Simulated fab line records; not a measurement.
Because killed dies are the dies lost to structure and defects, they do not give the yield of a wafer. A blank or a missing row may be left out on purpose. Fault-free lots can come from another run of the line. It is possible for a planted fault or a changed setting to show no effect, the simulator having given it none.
Chamber matching | flow n5 finfet | rie diel-02 running N5_BEOL_M10_STRIP_36: 4 sister chambers
The step strips in N2/H2. 8 wafers are shown with their chamber, then 12 later ones without.

## WAFERS, EACH WITH ITS CHAMBER
wafer  | chamber | drypump motor current A (A) | showerhead plenum p Torr (Torr)
L085.1 | 0       | 6.2                         | 2.60
L085.2 | 3       | 5.3                         | 2.58
L085.3 | 2       | 5.1                         | 2.63
L085.5 | 1       | 5.7                         | 2.53
L085.6 | 2       | 5.1                         | 2.63
L091.2 | 3       | 5.3                         | 2.57
L091.3 | 0       | 6.1                         | 2.59
L091.4 | 1       | 5.8                         | 2.53

## WAFERS WHOSE CHAMBER IS MISSING
wafer  | drypump motor current A (A) | showerhead plenum p Torr (Torr)
L089.2 | 5.3                         | 2.57
L089.3 | 6.2                         | 2.59
L089.6 | 5.8                         | 2.53
L093.1 | 6.2                         | 2.59
L093.2 | 5.3                         | 2.57
L093.3 | 5.8                         | 2.53
L093.4 | 6.1                         | 2.59
L093.5 | 5.8                         | 2.53
L093.6 | 5.3                         | 2.57
L092.2 | 6.2                         | 2.59
L092.4 | 5.1                         | 2.63
L092.6 | 6.2                         | 2.59

## WHICH CHAMBER EACH WENT THROUGH
wafer  | from the rows above | in truth
L089.2 | 3                   | 3
L089.3 | 0                   | 0
L089.6 | 1                   | 1
L093.1 | 0                   | 0
L093.2 | 3                   | 3
L093.3 | 1                   | 1
L093.4 | 0                   | 0
L093.5 | 1                   | 1
L093.6 | 3                   | 3
L092.2 | 0                   | 0
L092.4 | 2                   | 2
L092.6 | 0                   | 0
Placed correctly: 12 of 12. From these rows, 0 cannot be placed. Wrongly placed: 0.
How it was worked out, from the rows above alone: a wafer's distance from a chamber is the root of the sum, over the readings, of the square of ((its reading less the chamber's mean) divided by the reading's scatter). If the next closest chamber is less than 2 further off than the closest, the wafer can't be placed; otherwise it belongs to the closest. Each chamber's mean is taken over the wafers shown for it. The scatter: take each reading less its chamber's mean, square it, sum over the shown wafers, divide by the number of wafers less the number of chambers, and take the root.
